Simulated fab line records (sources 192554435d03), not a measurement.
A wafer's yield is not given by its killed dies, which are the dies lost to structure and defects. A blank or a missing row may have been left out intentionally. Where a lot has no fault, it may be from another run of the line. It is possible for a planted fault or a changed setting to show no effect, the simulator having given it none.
2 desks, one fault / flow n5_finfet / numbers are kept per desk, each desk with only its own; the story behind them comes last

== AT THE METROLOGY DESK ==
Means of the sampled wafers that have a number, per lot and without regard to the tool the lot ran on: this is what the gauges read. Marked OUT: a lot whose mean sits more than 4 standard deviations from the usual mean, which makes it out of limits; the brackets give that distance. Only the readings that lie furthest out on some lot appear, 7 of the 10 it has.
Columns: A = DIBL_P at N5_BEOL_M4_RC_MEAS_101, usual 36.1 mV/V; B = IOFF_P at N5_BEOL_M4_RC_MEAS_101, usual 0.21 nA/um; C = ION_N at N5_BEOL_M4_RC_MEAS_101, usual 675 uA/um; D = ION_P at N5_BEOL_M4_RC_MEAS_101, usual 464 uA/um; E = SS_N at N5_BEOL_M4_RC_MEAS_101, usual 71.5 mV/dec; F = VT_N at N5_BEOL_M4_RC_MEAS_101, usual 250 mV; G = VT_P at N5_BEOL_M4_RC_MEAS_101, usual -249 mV
lot=L865; first seen here=day 8 01:37; A=35.5; B=0.22; C=666; D=460; E=71.4; F=251; G=-249
lot=L866; first seen here=day 8 07:10; A=35.2; B=0.18; C=675; D=460; E=71.4; F=252; G=-252
lot=L873; first seen here=day 10 04:10; A=37.0; B=0.23; C=684; D=468; E=72.0; F=246; G=-250
lot=L874; first seen here=day 10 18:43; A=37.6; B=0.25; C=676; D=464; E=72.5; F=248; G=-245
lot=L877; first seen here=day 10 22:27; A=36.2; B=0.24; C=670; D=466; E=71.5; F=248; G=-247
lot=L879; first seen here=day 12 01:01; A=36.0; B=0.18; C=677; D=456; E=71.4; F=250; G=-252
lot=L880; first seen here=day 12 03:53; A=36.3; B=0.22; C=671; D=464; E=71.5; F=249; G=-248
lot=L882; first seen here=day 12 22:20; A=39.3; B=0.28; C=698; D=480; E=72.2; F=244; G=-244
lot=L883; first seen here=day 13 09:56; A=35.1; B=0.19; C=689; D=467; E=71.2; F=247; G=-251
lot=L887; first seen here=day 13 14:01; A=39.4; B=0.29; C=682; D=470; E=71.9; F=245; G=-243
This desk's finding: nothing out of limits on any of the 10 lots.

== DESK OF THE TOOL OWNER: rie_si-01 ==
The tool's own readings at N5_PMOS_HMC_CHANNEL_EPI_ETCH_38 (etches SiO2 in CF4, target depth 1.5 nm): means of the sampled wafers that have a number, for each lot that ran on this tool. Marked OUT: a lot whose mean sits more than 4 standard deviations from the usual mean, which makes it out of limits; the brackets give that distance.
Columns: A = bias_w at N5_PMOS_HMC_CHANNEL_EPI_ETCH_38, usual 400.0 W; B = cf4_flow_sccm at N5_PMOS_HMC_CHANNEL_EPI_ETCH_38, usual 79.97 sccm; C = drypump_motor_current_A at N5_PMOS_HMC_CHANNEL_EPI_ETCH_38, usual 5.9 A; D = oes_product_au at N5_PMOS_HMC_CHANNEL_EPI_ETCH_38, usual 1.000 a.u.; E = throttle_valve_pct at N5_PMOS_HMC_CHANNEL_EPI_ETCH_38, usual 21.67 %
lot=L879; first seen here=day 5 12:40; A=400.2; B=79.89; C=5.6; D=1.000; E=21.60
lot=L880; first seen here=day 5 18:10; A=400.3; B=79.90; C=6.0; D=0.989; E=21.47
lot=L887; first seen here=day 7 11:43; A=399.3; B=79.96; C=6.2; D=1.019; E=21.66
This desk's finding: nothing out of limits on any of the 3 lots.

== PUT TOGETHER ==
From the metrology desk's view, nothing was out of limits.
The desk of the tool owner found nothing out of limits.

== WHAT WAS PUT IN BY THE SIMULATOR ==
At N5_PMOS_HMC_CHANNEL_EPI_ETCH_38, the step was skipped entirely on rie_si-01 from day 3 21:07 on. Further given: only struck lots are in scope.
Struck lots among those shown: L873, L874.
